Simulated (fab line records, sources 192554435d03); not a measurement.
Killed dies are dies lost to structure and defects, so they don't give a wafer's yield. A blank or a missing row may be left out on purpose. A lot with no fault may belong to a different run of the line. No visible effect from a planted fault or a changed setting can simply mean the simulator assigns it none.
fab line records	flow n5-finfet
record: lots: 7	wafers: 39
route steps=1938 shown ZERO_LAYER@11 FIN_SAQP@96 SD_EPI_N@269 HKMG_FIN@401 MOL_CONTACT_COAG@586 BEOL_M1@751 BEOL_M2@918 BEOL_M3@1004 BEOL_M6@1197 BEOL_M8@1371 BEOL_M9@1419 BEOL_M11@1578 BEOL_M14@1749 PASSIVATION@1928
start-h: the number of hours between the record's first day and the start of the first shown wafer of the lot	wait-h: hours elapsed since this lot's preceding step	" unchanged from the row above	L1.1+2: a row that stands for several wafers	- no value, or no start was given	* or withheld: withheld	< > ~ a bound
route shown NAME@n: a module of which the file shows steps, and the number in the route of the first	usual: mean/standard deviation taken from wafers without a fault	same: alike in all rows	chamber/n: place in a boat	sites: readings site by site	_std_site: standard deviation across them	_edge_site: inner sites' mean taken away from outer sites' mean	radius-mm: how far each site lies from the wafer's centre	mask NAME#n: copy n	behind: the tool/chamber that last shaped the wafer	hold: cause of the lot's hold/its duration in hours/its outcome	device: which transistor (n, p or np) failed to switch	end of line: the route-end tests of the same wafers	a step with no rows: only its recipe	killed: not the wafer's yield, but the dies lost to structure and defects at the first sort	map: per-die view of a wafer (x killed, . not killed, _ where there is no die)
set.NAME: the setting that was run; set.NAME@STEP: the one run at that earlier step	model.NAME: the simulator's own value behind a step, which no gauge read
lots whose settings were changed on purpose; a table a step, a row a wafer
== steps ==
step: N5_ZERO_LAYER_DEVELOP_10
recipe: develop-time-s: 60	rinse-liquid: diw	dry: air-spin	dev-temp-c: 21
step: N5_FIN_SAQP_HM_DEP_03
recipe: material: SiNx	target-thk-a: 380	temp-c: 400	precursor: SiH4/NH3/N2	pressure-torr: 1.5	rf-w: 300	time-s: 33.6
step: N5_SD_EPI_N_DEVELOP_08
recipe: develop-time-s: 30	developer: TMAH	resist: CAR-ArF-block	dev-temp-c: 23	rinse-liquid: diw	dry: air-spin
step: N5_HKMG_FIN_DESCUM_53
recipe: chemistry: O2	time-s: 7.9	source-power-w: 50	bias-power-w: 20	pressure-mtorr: 20	rf-frequency-hz: 2.712e+07	temp-c: 40	resist: CAR-ArF	o2-flow-sccm: 225
step: N5_MOL_CONTACT_COAG_VIA_ETCH_46
recipe: chemistry: C4F6/O2	target-depth-a: 460	overetch-a: 92	mask-material: SOC	target: SiO2	bias-w: 455	pressure-mtorr: 10	time-s: 40	source-w: 325	Ar_flow_sccm: 300	C4F6_flow_sccm: 10	O2_flow_sccm: 10	ion-energy-ev: 575.3	ends: end-point
step: N5_BEOL_M1_ILD_DEP_00
recipe: material: SiOC	target-thk-a: 790	temp-c: 350	precursor: DEMS/O2	pressure-torr: 5	rf-w: 500	time-s: 15.3
step: N5_BEOL_M2_SPUTTER_94
recipe: material: Cu	target-thk-a: 45	temp-c: -20	chamber-pressure-pa: 0.07	power-w: withheld	time-s: 8.29
step: N5_BEOL_M3_SPUTTER_90
step: N5_BEOL_M6_PECVD_70
recipe: material: SiO2	target-thk-a: 200	temp-c: 400	precursor: TEOS/O2	pressure-torr: 5.5	rf-w: 450	teos-flow-sccm: 53.8	gas: O2	flow-sccm: 3000	time-s: 22.7
step: N5_BEOL_M8_ETCH_66
recipe: chemistry: N2/H2	target: SOC	target-depth-a: 800	overetch-a: 160	mask-material: SiARC	temp-c: 40	time-s: 120	ion-energy-ev: 200	pressure-mtorr: 30	source-w: 840	bias-w: 150	n2-flow-sccm: 200	h2-flow-sccm: 200
step: N5_BEOL_M9_ETCH_62
recipe: chemistry: N2/H2	target: SOC	target-depth-a: 1100	overetch-a: 220	mask-material: SiARC	temp-c: 40	time-s: 165	ion-energy-ev: 200	pressure-mtorr: 30	source-w: 840	bias-w: 150	n2-flow-sccm: 200	h2-flow-sccm: 200
step: N5_BEOL_M11_TRENCH_ETCH_37
recipe: chemistry: C4F6/O2	target-depth-a: 1488.3	target: SiCOH_lowk	time-s: 48	ion-energy-ev: 250	pressure-mtorr: 30	source-w: 345	bias-w: 185	Ar_flow_sccm: 300	C4F6_flow_sccm: 10	O2_flow_sccm: 10
step: N5_BEOL_M14_DESCUM_33
recipe: chemistry: O2	time-s: 7.9	source-power-w: 50	bias-power-w: 20	pressure-mtorr: 20	rf-frequency-hz: 2.712e+07	temp-c: 40	o2-flow-sccm: 225
step: N5_PASSIVATION_DESCUM_46
step: N5_PASSIVATION_PROBE_49
usual: defect-limited-yield: 91.2/1.4	killed-dies: 103/16	killed-on-rim: 13/3.4	sort_bin_5_function: 5.1/0.91
lot.wafer	tool	chamber	start-h	wait-h	set.develop-time-s@ZERO_LAYER_DEVELOP_10	set.time-s@FIN_SAQP_HM_DEP_03	set.develop-time-s@SD_EPI_N_DEVELOP_08	set.time-s@HKMG_FIN_DESCUM_53	set.target-depth-a@MOL_CONTACT_COAG_VIA_ETCH_46	set.target-thk-a@BEOL_M1_ILD_DEP_00	set.target-thk-a@BEOL_M2_SPUTTER_94	set.target-thk-a@BEOL_M3_SPUTTER_90	set.time-s@BEOL_M6_PECVD_70	set.target-depth-a@BEOL_M8_ETCH_66	set.time-s@BEOL_M9_ETCH_62	set.target-depth-a@BEOL_M11_TRENCH_ETCH_37	set.time-s@BEOL_M14_DESCUM_33	set.time-s@PASSIVATION_DESCUM_46	defect-limited-yield[%]	killed-dies	killed-on-rim	sort_bin_5_function[%]
L074.1	prober-01	-	270.37	0.0	60	46.55	22.98	4.721	530	790	45	45	32.73	800	165	1488.3	5.288	9.266	91.4	102	12	5.0
L074.2	prober-01	-	270.42	0.1	46.2	33.6	30	4.721	530	1161	45	37.04	22.7	800	165	2103	5.288	7.9	0	1180	152	96.9
L074.3	prober-01	-	270.47	0.1	46.2	46.55	30	7.9	530	790	18.57	37.04	22.7	1218	165	1488.3	7.9	9.266	91.9	95	15	4.2
L074.4	prober-01	-	270.52	0.2	60	46.55	22.98	7.9	460	1161	18.57	37.04	32.73	1218	112.8	2103	5.288	7.9	0	1180	152	96.4
L074.5	prober-01	-	270.57	0.2	46.2	33.6	22.98	7.9	460	790	45	45	32.73	1218	112.8	2103	7.9	9.266	0	1180	152	96.6
L074.6	prober-01	-	270.62	0.3	60	33.6	30	4.721	460	1161	18.57	45	22.7	800	112.8	1488.3	7.9	7.9	0	1180	152	94.7
L084.1	prober-02	-	310.62	0.0	50.94	33.6	30	7.9	460	790	66.92	45	26.36	989.5	165	1872	10.62	3.242	92.4	90	15	4.5
L084.2	prober-02	-	310.67	0.1	50.94	49.59	30	7.9	460	560.1	66.92	23.93	22.7	800	75.55	1872	10.62	3.242	0	1180	152	94.1
L084.3	prober-02	-	310.72	0.1	60	49.59	45.28	7.9	460	790	45	45	22.7	800	165	1488.3	7.9	7.9	92.9	84	14	4.1
L084.4	prober-02	-	310.77	0.2	50.94	33.6	45.28	5.729	460	790	66.92	23.93	26.36	800	75.55	1488.3	10.62	7.9	0	1180	152	96.5
L084.5	prober-02	-	310.82	0.2	60	49.59	45.28	5.729	460	560.1	45	23.93	26.36	989.5	165	1872	7.9	7.9	54.1	542	32	6.3
L084.6	prober-02	-	310.87	0.3	60	33.6	30	5.729	460	560.1	45	45	22.7	989.5	75.55	1488.3	7.9	3.242	0	1180	152	95.5
L080.1	prober-02	-	312.59	0.0	44.45	33.6	18.88	7.9	460	790	45	29.18	22.7	800	165	1488.3	9.615	7.9	88.0	142	17	5.9
L080.2	prober-02	-	312.64	0.1	44.45	33.6	18.88	7.9	460	790	21.96	45	22.7	1105	165	1488.3	7.9	7.9	91.4	102	12	4.6
L080.3	prober-02	-	312.69	0.1	44.45	33.6	30	7.9	460	611.9	21.96	29.18	22.7	1105	165	1488.3	7.9	7.9	86.9	154	15	7.5
L080.4	prober-02	-	312.74	0.2	60	33.6	30	7.9	460	611.9	45	45	22.7	800	93.72	1488.3	7.9	7.9	0	1180	152	96.5
L080.5	prober-02	-	312.79	0.2	60	33.6	30	7.9	460	790	21.96	45	22.7	800	93.72	1488.3	9.615	7.9	0	1180	152	96.0
L080.6	prober-02	-	312.84	0.3	60	33.6	18.88	7.9	460	611.9	45	29.18	22.7	1105	93.72	1488.3	9.615	7.9	0	1180	152	95.7
L086.1	prober-02	-	342.81	0.0	49.37	33.6	30	9.313	460	790	45	45	22.7	800	165	749.1	7.9	7.9	67.1	388	44	4.1
L086.2	prober-02	-	342.86	0.1	49.37	33.6	30	7.9	577.6	1020	64.51	45	22.7	1119	165	749.1	7.9	7.9	66.3	398	61	5.4
L086.3	prober-02	-	342.91	0.1	60	33.6	30	7.9	460	1020	64.51	45	22.7	1119	165	1488.3	7.9	9.954	93.1	81	11	3.6
L086.4	prober-02	-	342.96	0.2	60	33.6	14.99	7.9	577.6	790	45	68.86	22.7	1119	165	749.1	7.9	9.954	66.2	399	53	5.7
L086.5	prober-02	-	343.01	0.2	49.37	33.6	14.99	9.313	460	1020	45	68.86	22.7	800	165	1488.3	7.9	7.9	90.6	111	15	5.3
L086.6	prober-02	-	343.06	0.3	60	33.6	14.99	9.313	577.6	790	64.51	68.86	22.7	800	165	1488.3	7.9	9.954	91.2	104	13	5.2
L085.1	prober-01	-	343.41	0.0	34.63	50.32	12.21	10.51	460	790	21.89	58.83	12.79	1099	230	1488.3	7.9	7.9	91.9	95	13	4.6
L085.2	prober-01	-	343.46	0.1	34.63	33.6	30	10.51	460	921.7	21.89	58.83	22.7	1099	165	1488.3	7.9	3.409	91.9	95	14	5.1
L085.3	prober-01	-	343.51	0.1	60	50.32	30	10.51	460	790	45	45	12.79	1099	165	1839	7.9	3.409	92.6	87	17	4.4
L085.4	prober-01	-	343.56	0.2	60	33.6	30	7.9	460	790	45	45	22.7	800	230	1839	7.9	7.9	91.5	100	18	5.3
L085.5	prober-01	-	343.61	0.2	34.63	33.6	12.21	7.9	460	921.7	21.89	45	22.7	800	230	1488.3	7.9	3.409	92.3	91	10	5.0
L085.6	prober-01	-	343.66	0.3	60	50.32	12.21	7.9	460	921.7	45	58.83	12.79	800	165	1839	7.9	7.9	94.2	68	9	3.6
L088.1	prober-01	-	355.30	0.0	60	25.3	30	7.9	377.7	1109	45	67.87	33.61	800	165	1488.3	9.289	7.9	89.8	120	20	6.5
L088.2	prober-01	-	355.35	0.1	90.02	33.6	30	4.052	460	1109	45	45	22.7	397.5	165	1488.3	9.289	11.96	0	1180	152	96.0
L088.3	prober-01	-	355.40	0.1	90.02	33.6	25.25	7.9	377.7	790	45	67.87	22.7	397.5	226.7	1488.3	7.9	11.96	55.3	527	36	40.9
L088.4	prober-01	-	355.45	0.2	90.02	25.3	25.25	4.052	377.7	1109	45	45	22.7	800	226.7	2273	9.289	11.96	89.5	124	17	5.8
L088.5	prober-01	-	355.50	0.2	60	25.3	25.25	4.052	460	790	45	67.87	33.61	800	226.7	2273	7.9	7.9	90.8	109	10	5.1
L088.6	prober-01	-	355.55	0.3	60	33.6	30	7.9	460	790	45	45	33.61	397.5	165	2273	7.9	7.9	10.4	1057	144	85.8
L097.1	prober-01	-	411.76	0.0	60	33.6	30	7.9	460	790	45	45	22.7	800	165	1488.3	7.9	7.9	90.2	116	18	5.8
L097.2	prober-01	-	411.81	0.1	60	33.6	30	7.9	460	790	45	45	22.7	800	165	1488.3	7.9	7.9	90.5	112	16	5.3
L097.3	prober-01	-	411.86	0.1	60	33.6	30	7.9	460	790	45	45	22.7	800	165	1488.3	7.9	7.9	93.5	77	8	4.2
killed by level:class
L074.1 MOL_CONTACT_COAG:geometric-particle:open=26 STI_FIN_REVEAL:geometric-particle:open=19 BEOL_M0_SAQP:geometric-particle:open=6 FIN_SAQP:geometric-particle:short=5 HKMG_FIN:area-etch=5 GATE_CUT:geometric-particle:open=4 FIN_SAQP:geometric-particle:open=3 MOL_CONTACT_COAG:geometric-particle:short=3
L074.2 BEOL_M1:area-etch=1066 MOL_CONTACT_COAG:geometric-particle:open=24 MOL_CONTACT_COAG:geometric-particle:short=8 DUMMY_GATE:geometric-particle:open=7 BEOL_M1:geometric-particle:open=7 FIN_SAQP:geometric-particle:open=6 STI_FIN_REVEAL:geometric-particle:open=5 GATE_CUT:geometric-particle:short=5
L074.3 MOL_CONTACT_COAG:geometric-particle:open=11 STI_FIN_REVEAL:geometric-particle:open=7 BEOL_M1:geometric-particle:open=7 MOL_CONTACT_COAG:geometric-particle:short=6 STARTING-WAFER:geometric-particle:short=6 GATE_CUT:geometric-particle:short=5 BEOL_M2:geometric-particle:open=5 BEOL_M4:geometric-particle:open=5
L074.4 BEOL_M1:area-etch=1082 MOL_CONTACT_COAG:geometric-particle:open=20 STI_FIN_REVEAL:geometric-particle:open=7 BEOL_M4:geometric-particle:open=7 BEOL_M2:geometric-particle:open=6 BEOL_M3:geometric-particle:open=5 STARTING-WAFER:geometric-particle:short=4 BEOL_M4:geometric-particle:short=4
L074.5 BEOL_M9:area-etch=1072 STI_FIN_REVEAL:geometric-particle:open=12 MOL_CONTACT_COAG:geometric-particle:open=12 BEOL_M4:geometric-particle:open=8 BEOL_M1:geometric-particle:open=7 BEOL_M3:geometric-particle:short=7 BEOL_M3:geometric-particle:open=6 BEOL_M0_SAQP:geometric-particle:open=6
L074.6 BEOL_M1:area-etch=1056 MOL_CONTACT_COAG:geometric-particle:open=21 STI_FIN_REVEAL:geometric-particle:open=17 BEOL_M4:geometric-particle:open=13 GATE_CUT:geometric-particle:open=10 GATE_CUT:geometric-particle:short=6 STI_FIN_REVEAL:geometric-particle:short=4 BEOL_M0_SAQP:geometric-particle:short=4
L084.1 MOL_CONTACT_COAG:geometric-particle:open=9 FIN_SAQP:geometric-particle:open=8 BEOL_M0_SAQP:geometric-particle:open=8 BEOL_M0_SAQP:geometric-particle:short=7 GATE_CUT:geometric-particle:short=6 BEOL_M4:geometric-particle:open=6 GATE_CUT:geometric-particle:open=5 BEOL_M4:geometric-particle:short=5
L084.2 BEOL_M1:area-ecd=967 BEOL_M9:area-etch=72 BEOL_M1:area-dep=17 MOL_CONTACT_COAG:geometric-particle:open=14 FIN_SAQP:geometric-particle:short=13 STI_FIN_REVEAL:geometric-particle:open=13 BEOL_M4:geometric-particle:open=13 FIN_SAQP:geometric-particle:open=9
L084.3 BEOL_M0_SAQP:geometric-particle:open=12 MOL_CONTACT_COAG:geometric-particle:open=11 BEOL_M4:geometric-particle:open=9 BEOL_M0_SAQP:geometric-particle:short=7 FIN_SAQP:geometric-particle:short=6 GATE_CUT:geometric-particle:short=4 MOL_CONTACT_COAG:geometric-particle:short=3 BEOL_M0:geometric-particle:open=3
L084.4 BEOL_M9:area-etch=1081 MOL_CONTACT_COAG:geometric-particle:open=10 BEOL_M1:geometric-particle:open=10 STI_FIN_REVEAL:geometric-particle:open=8 BEOL_M3:geometric-particle:open=8 BEOL_M0_SAQP:geometric-particle:short=7 GATE_CUT:geometric-particle:short=6 BEOL_M0_SAQP:geometric-particle:open=6
L084.5 BEOL_M1:area-ecd=417 GATE_CUT:geometric-particle:short=13 BEOL_M1:area-dep=11 FIN_SAQP:geometric-particle:short=10 BEOL_M1:geometric-particle:open=9 MOL_CONTACT_COAG:geometric-particle:open=8 FIN_SAQP:geometric-particle:open=7 STI_FIN_REVEAL:geometric-particle:open=7
L084.6 BEOL_M1:area-ecd=670 BEOL_M9:area-etch=377 MOL_CONTACT_COAG:geometric-particle:open=17 BEOL_M0_SAQP:geometric-particle:short=15 BEOL_M4:geometric-particle:open=11 STI_FIN_REVEAL:geometric-particle:open=10 GATE_CUT:geometric-particle:short=7 BEOL_M0_SAQP:geometric-particle:open=7
L080.1 MOL_CONTACT_COAG:geometric-particle:open=23 FIN_SAQP:geometric-particle:open=15 BEOL_M2:geometric-particle:open=13 FIN_SAQP:geometric-particle:short=11 BEOL_M0_SAQP:geometric-particle:short=10 BEOL_M0_SAQP:geometric-particle:open=8 BEOL_M4:geometric-particle:open=8 STARTING-WAFER:geometric-particle:short=6
L080.2 FIN_SAQP:geometric-particle:open=12 BEOL_M3:geometric-particle:open=9 BEOL_M0_SAQP:geometric-particle:short=8 BEOL_M4:geometric-particle:open=8 STI_FIN_REVEAL:geometric-particle:open=7 MOL_CONTACT_COAG:geometric-particle:open=7 BEOL_M1:geometric-particle:open=5 BEOL_M2:geometric-particle:open=5
L080.3 FIN_SAQP:geometric-particle:open=15 BEOL_M3:geometric-particle:open=14 MOL_CONTACT_COAG:geometric-particle:open=13 BEOL_M4:geometric-particle:open=13 STI_FIN_REVEAL:geometric-particle:open=12 BEOL_M1:area-ecd=12 BEOL_M0_SAQP:geometric-particle:open=10 BEOL_M1:geometric-particle:open=8
L080.4 BEOL_M9:area-etch=1088 FIN_SAQP:geometric-particle:open=11 MOL_CONTACT_COAG:geometric-particle:open=11 BEOL_M2:geometric-particle:open=9 BEOL_M4:geometric-particle:open=7 BEOL_M6:geometric-particle:open=6 FIN_SAQP:geometric-particle:short=5 BEOL_M1:geometric-particle:open=4
L080.5 BEOL_M9:area-etch=1075 FIN_SAQP:geometric-particle:open=18 STI_FIN_REVEAL:geometric-particle:open=14 BEOL_M2:geometric-particle:open=13 MOL_CONTACT_COAG:geometric-particle:open=11 FIN_SAQP:geometric-particle:short=6 BEOL_M0_SAQP:geometric-particle:open=6 BEOL_M0_SAQP:geometric-particle:short=4
L080.6 BEOL_M9:area-etch=1049 FIN_SAQP:geometric-particle:open=14 MOL_CONTACT_COAG:geometric-particle:open=14 FIN_SAQP:geometric-particle:short=13 BEOL_M4:geometric-particle:open=10 STI_FIN_REVEAL:geometric-particle:open=9 BEOL_M3:geometric-particle:open=8 BEOL_M1:geometric-particle:open=7
L086.1 BEOL_M11:area-ecd=298 BEOL_M0_SAQP:geometric-particle:short=13 BEOL_M2:geometric-particle:open=8 STI_FIN_REVEAL:geometric-particle:open=7 STARTING-WAFER:geometric-particle:short=7 MOL_CONTACT_COAG:geometric-particle:open=6 DUMMY_GATE:geometric-particle:open=5 BEOL_M0:geometric-particle:open=5
L086.2 BEOL_M11:area-ecd=287 MOL_CONTACT_COAG:geometric-particle:open=13 BEOL_M0_SAQP:geometric-particle:open=11 STI_FIN_REVEAL:geometric-particle:open=10 BEOL_M0_SAQP:geometric-particle:short=10 BEOL_M2:geometric-particle:open=7 DUMMY_GATE:geometric-particle:open=5 BEOL_M2:geometric-particle:short=5
L086.3 BEOL_M0_SAQP:geometric-particle:short=8 MOL_CONTACT_COAG:geometric-particle:open=7 STI_FIN_REVEAL:geometric-particle:open=6 BEOL_M3:geometric-particle:open=6 BEOL_M1:geometric-particle:open=5 BEOL_M2:geometric-particle:open=5 GATE_CUT:geometric-particle:short=4 FIN_SAQP:geometric-particle:short=3
L086.4 BEOL_M11:area-ecd=276 FIN_SAQP:geometric-particle:short=15 STI_FIN_REVEAL:geometric-particle:open=12 BEOL_M0_SAQP:geometric-particle:open=10 FIN_SAQP:geometric-particle:open=9 BEOL_M0_SAQP:geometric-particle:short=8 MOL_CONTACT_COAG:geometric-particle:open=7 GATE_CUT:geometric-particle:open=6
L086.5 BEOL_M3:geometric-particle:open=12 BEOL_M0_SAQP:geometric-particle:short=10 BEOL_M0_SAQP:geometric-particle:open=9 DUMMY_GATE:geometric-particle:open=8 FIN_SAQP:geometric-particle:short=7 BEOL_M2:geometric-particle:open=6 BEOL_M4:geometric-particle:open=6 BEOL_M5:geometric-particle:open=6
L086.6 BEOL_M4:geometric-particle:open=13 BEOL_M2:geometric-particle:open=11 STI_FIN_REVEAL:geometric-particle:open=8 MOL_CONTACT_COAG:geometric-particle:open=8 BEOL_M0_SAQP:geometric-particle:open=6 BEOL_M0_SAQP:geometric-particle:short=6 FIN_SAQP:geometric-particle:open=5 GATE_CUT:geometric-particle:open=5
L085.1 BEOL_M2:geometric-particle:open=13 STI_FIN_REVEAL:geometric-particle:open=12 FIN_SAQP:geometric-particle:short=11 MOL_CONTACT_COAG:geometric-particle:open=10 GATE_CUT:geometric-particle:open=5 BEOL_M0_SAQP:geometric-particle:short=5 DUMMY_GATE:geometric-particle:open=4 STARTING-WAFER:geometric-particle:short=4
L085.2 BEOL_M2:geometric-particle:open=14 STI_FIN_REVEAL:geometric-particle:open=12 FIN_SAQP:geometric-particle:short=11 GATE_CUT:geometric-particle:short=6 MOL_CONTACT_COAG:geometric-particle:open=6 FIN_SAQP:geometric-particle:open=5 BEOL_M0_SAQP:geometric-particle:short=5 BEOL_M0_SAQP:geometric-particle:open=5
L085.3 FIN_SAQP:geometric-particle:short=12 FIN_SAQP:geometric-particle:open=6 STI_FIN_REVEAL:geometric-particle:open=6 BEOL_M0_SAQP:geometric-particle:short=6 BEOL_M4:geometric-particle:open=6 BEOL_M2:geometric-particle:open=5 BEOL_M0_SAQP:geometric-particle:open=4 BEOL_M3:geometric-particle:short=4
L085.4 STI_FIN_REVEAL:geometric-particle:open=13 BEOL_M0_SAQP:geometric-particle:short=12 BEOL_M4:geometric-particle:open=10 MOL_CONTACT_COAG:geometric-particle:open=9 BEOL_M0_SAQP:geometric-particle:open=6 DUMMY_GATE:geometric-particle:open=6 BEOL_M2:geometric-particle:open=6 FIN_SAQP:geometric-particle:short=5
L085.5 MOL_CONTACT_COAG:geometric-particle:open=8 FIN_SAQP:geometric-particle:short=7 STI_FIN_REVEAL:geometric-particle:open=7 BEOL_M2:geometric-particle:open=7 FIN_SAQP:geometric-particle:open=6 BEOL_M0_SAQP:geometric-particle:short=6 SPACER0:geometric-particle:open=4 MOL_CONTACT_COAG:geometric-particle:short=4
L085.6 FIN_SAQP:geometric-particle:short=10 STI_FIN_REVEAL:geometric-particle:open=7 MOL_CONTACT_COAG:geometric-particle:open=7 FIN_SAQP:geometric-particle:open=6 BEOL_M0_SAQP:geometric-particle:short=6 GATE_CUT:geometric-particle:open=4 BEOL_M4:geometric-particle:open=4 STARTING-WAFER:geometric-particle:open=3
L088.1 STI_FIN_REVEAL:geometric-particle:open=20 BEOL_M0_SAQP:geometric-particle:open=10 ILD0:geometric-particle:open=8 FIN_SAQP:geometric-particle:short=6 FIN_SAQP:geometric-particle:open=6 BEOL_M4:geometric-particle:open=6 BEOL_M0_SAQP:geometric-particle:short=6 DUMMY_GATE:geometric-particle:open=5
L088.2 BEOL_M1:area-etch=1061 STI_FIN_REVEAL:geometric-particle:open=20 MOL_CONTACT_COAG:geometric-particle:open=11 BEOL_M0_SAQP:geometric-particle:open=10 BEOL_M0_SAQP:geometric-particle:short=8 ILD0:geometric-particle:open=6 ILD0:geometric-particle:short=5 GATE_CUT:geometric-particle:short=5
L088.3 BEOL_M8:area-etch=424 MOL_CONTACT_COAG:geometric-particle:open=12 BEOL_M3:geometric-particle:open=11 STI_FIN_REVEAL:geometric-particle:open=10 MOL_CONTACT_COAG:area-etch=10 FIN_SAQP:geometric-particle:open=5 BEOL_M1:geometric-particle:open=5 BEOL_M3:geometric-particle:short=4
L088.4 STI_FIN_REVEAL:geometric-particle:open=14 MOL_CONTACT_COAG:area-etch=14 MOL_CONTACT_COAG:geometric-particle:open=9 BEOL_M0_SAQP:geometric-particle:open=7 BEOL_M3:geometric-particle:open=7 FIN_SAQP:geometric-particle:open=6 GATE_CUT:geometric-particle:short=6 FIN_SAQP:geometric-particle:short=4
L088.5 STI_FIN_REVEAL:geometric-particle:open=22 MOL_CONTACT_COAG:geometric-particle:open=11 BEOL_M0_SAQP:geometric-particle:open=8 DUMMY_GATE:geometric-particle:open=6 ILD0:geometric-particle:open=6 STI_FIN_REVEAL:geometric-particle:short=5 BEOL_M0_SAQP:geometric-particle:short=5 MOL_CONTACT_COAG:geometric-particle:short=4
L088.6 BEOL_M8:area-etch=956 FIN_SAQP:geometric-particle:open=9 MOL_CONTACT_COAG:geometric-particle:open=9 BEOL_M0_SAQP:geometric-particle:open=8 FIN_SAQP:geometric-particle:short=7 BEOL_M0_SAQP:geometric-particle:short=6 STI_FIN_REVEAL:geometric-particle:open=5 BEOL_M4:geometric-particle:open=5
L097.1 MOL_CONTACT_COAG:geometric-particle:open=21 BEOL_M1:geometric-particle:open=10 BEOL_M2:geometric-particle:open=9 BEOL_M3:geometric-particle:open=7 GATE_CUT:geometric-particle:short=6 FIN_SAQP:geometric-particle:short=4 STI_FIN_REVEAL:geometric-particle:open=4 GATE_CUT:geometric-particle:open=4
L097.2 MOL_CONTACT_COAG:geometric-particle:open=15 FIN_SAQP:geometric-particle:open=13 STI_FIN_REVEAL:geometric-particle:open=9 BEOL_M0_SAQP:geometric-particle:short=7 BEOL_M1:geometric-particle:open=7 DUMMY_GATE:geometric-particle:open=6 GATE_CUT:geometric-particle:short=6 BEOL_M4:geometric-particle:open=6
L097.3 BEOL_M1:geometric-particle:open=10 MOL_CONTACT_COAG:geometric-particle:open=8 FIN_SAQP:geometric-particle:short=6 BEOL_M0_SAQP:geometric-particle:open=6 FIN_SAQP:geometric-particle:open=4 GATE_CUT:geometric-particle:open=4 STARTING-WAFER:geometric-particle:open=4 BEOL_M1:geometric-particle:short=3
== key ==
split: step: N5_ZERO_LAYER_DEVELOP_10	setting: develop-time-s	stated-as: 60
response none clear
split: step: N5_FIN_SAQP_HM_DEP_03	setting: time-s	stated-as: 33.6
response none clear
split: step: N5_SD_EPI_N_DEVELOP_08	setting: develop-time-s	stated-as: 30
response none clear
split: step: N5_HKMG_FIN_DESCUM_53	setting: time-s	stated-as: 7.9
response none clear
split: step: N5_MOL_CONTACT_COAG_VIA_ETCH_46	setting: target-depth-a	stated-as: 460
response none clear
split: step: N5_BEOL_M1_ILD_DEP_00	setting: target-thk-a	stated-as: 790
response none clear
split: step: N5_BEOL_M2_SPUTTER_94	setting: target-thk-a	stated-as: 45
response none clear
split: step: N5_BEOL_M3_SPUTTER_90	setting: target-thk-a	stated-as: 45
response none clear
split: step: N5_BEOL_M6_PECVD_70	setting: time-s	stated-as: 22.7
response none clear
split: step: N5_BEOL_M8_ETCH_66	setting: target-depth-a	stated-as: 800
response none clear
split: step: N5_BEOL_M9_ETCH_62	setting: time-s	stated-as: 165
response: step: N5_PASSIVATION_PROBE_49	reading: sort_bin_5_function	slope: -1.61	per: 1%	together-with: all	explained: 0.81
response: step: N5_PASSIVATION_PROBE_49	reading: killed-on-rim	slope: -2.46	per: 1%	together-with: all	explained: 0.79
response: step: N5_PASSIVATION_PROBE_49	reading: defect-limited-yield	slope: +1.55	per: 1%	together-with: all	explained: 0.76
response: step: N5_PASSIVATION_PROBE_49	reading: killed-dies	slope: -18.3	per: 1%	together-with: all	explained: 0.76
split: step: N5_BEOL_M11_TRENCH_ETCH_37	setting: target-depth-a	stated-as: 1488.3
response none clear
split: step: N5_BEOL_M14_DESCUM_33	setting: time-s	stated-as: 7.9
response none clear
split: step: N5_PASSIVATION_DESCUM_46	setting: time-s	stated-as: 7.9
response none clear
